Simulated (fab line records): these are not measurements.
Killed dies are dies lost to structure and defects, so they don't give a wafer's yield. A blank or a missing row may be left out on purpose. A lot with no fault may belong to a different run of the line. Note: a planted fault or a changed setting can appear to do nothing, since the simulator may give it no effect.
Matching of chambers :: flow n5Finfet :: N5_BEOL_M13_ETCH_38 on rieDiel-04: 4 sister chambers
The step etches SiCN in CF4/N2, target depth 67.5 nm, time 71.9 s. 8 wafers are shown with their chamber, then 10 later ones without.

## WAFERS WITH THEIR CHAMBER
wafer: L078.5
chamber: 1
throttleValvePct (%): 15.45
showerheadPlenumPTorr (Torr): 2.26

wafer: L081.4
chamber: 1
throttleValvePct (%): 15.46
showerheadPlenumPTorr (Torr): 2.25

wafer: L081.6
chamber: 0
throttleValvePct (%): 15.81
showerheadPlenumPTorr (Torr): 2.17

wafer: L083.2
chamber: 0
throttleValvePct (%): 15.83
showerheadPlenumPTorr (Torr): 2.17

wafer: L084.3
chamber: 3
throttleValvePct (%): 15.49
showerheadPlenumPTorr (Torr): 2.27

wafer: L084.5
chamber: 2
throttleValvePct (%): 15.56
showerheadPlenumPTorr (Torr): 2.19

wafer: L090.1
chamber: 2
throttleValvePct (%): 15.60
showerheadPlenumPTorr (Torr): 2.19

wafer: L090.3
chamber: 3
throttleValvePct (%): 15.47
showerheadPlenumPTorr (Torr): 2.27

## WAFERS MISSING THEIR CHAMBER
wafer: L090.4
throttleValvePct (%): 15.01
showerheadPlenumPTorr (Torr): 2.25

wafer: L095.1
throttleValvePct (%): 15.52
showerheadPlenumPTorr (Torr): 2.27

wafer: L095.4
throttleValvePct (%): 15.35
showerheadPlenumPTorr (Torr): 2.16

wafer: L095.5
throttleValvePct (%): 15.38
showerheadPlenumPTorr (Torr): 2.16

wafer: L096.3
throttleValvePct (%): 15.00
showerheadPlenumPTorr (Torr): 2.25

wafer: L096.5
throttleValvePct (%): 15.02
showerheadPlenumPTorr (Torr): 2.24

wafer: L096.6
throttleValvePct (%): 15.38
showerheadPlenumPTorr (Torr): 2.16

wafer: L097.1
throttleValvePct (%): 15.02
showerheadPlenumPTorr (Torr): 2.24

wafer: L097.4
throttleValvePct (%): 15.38
showerheadPlenumPTorr (Torr): 2.16

wafer: L097.5
throttleValvePct (%): 15.39
showerheadPlenumPTorr (Torr): 2.16

## CHAMBER TAKEN BY EACH
wafer: L090.4
from the rows above: can't be placed: 1 or 3
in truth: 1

wafer: L095.1
from the rows above: 3
in truth: 3

wafer: L095.4
from the rows above: 2
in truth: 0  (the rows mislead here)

wafer: L095.5
from the rows above: 2
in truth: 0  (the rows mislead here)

wafer: L096.3
from the rows above: can't be placed: 1 or 3
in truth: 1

wafer: L096.5
from the rows above: 1
in truth: 1

wafer: L096.6
from the rows above: 2
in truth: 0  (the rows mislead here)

wafer: L097.1
from the rows above: 1
in truth: 1

wafer: L097.4
from the rows above: 2
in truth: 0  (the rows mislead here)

wafer: L097.5
from the rows above: 2
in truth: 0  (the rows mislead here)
Correctly placed: 3 of 10. Can't be placed from these rows: 2 (the true chamber is among the candidates in 2). 5 placed wrongly.
How it was worked out, from the rows above alone: a wafer's distance from a chamber is the root of the sum, over the readings, of the square of ((its reading less the chamber's mean) divided by the reading's scatter). If the next closest chamber is less than 2 further off than the closest, the wafer can't be placed; otherwise it belongs to the closest. A chamber's mean is the mean of its shown wafers. The scatter: the root of (the sum of the squares of (reading less its chamber's mean) over the shown wafers, divided by (wafers less chambers)).
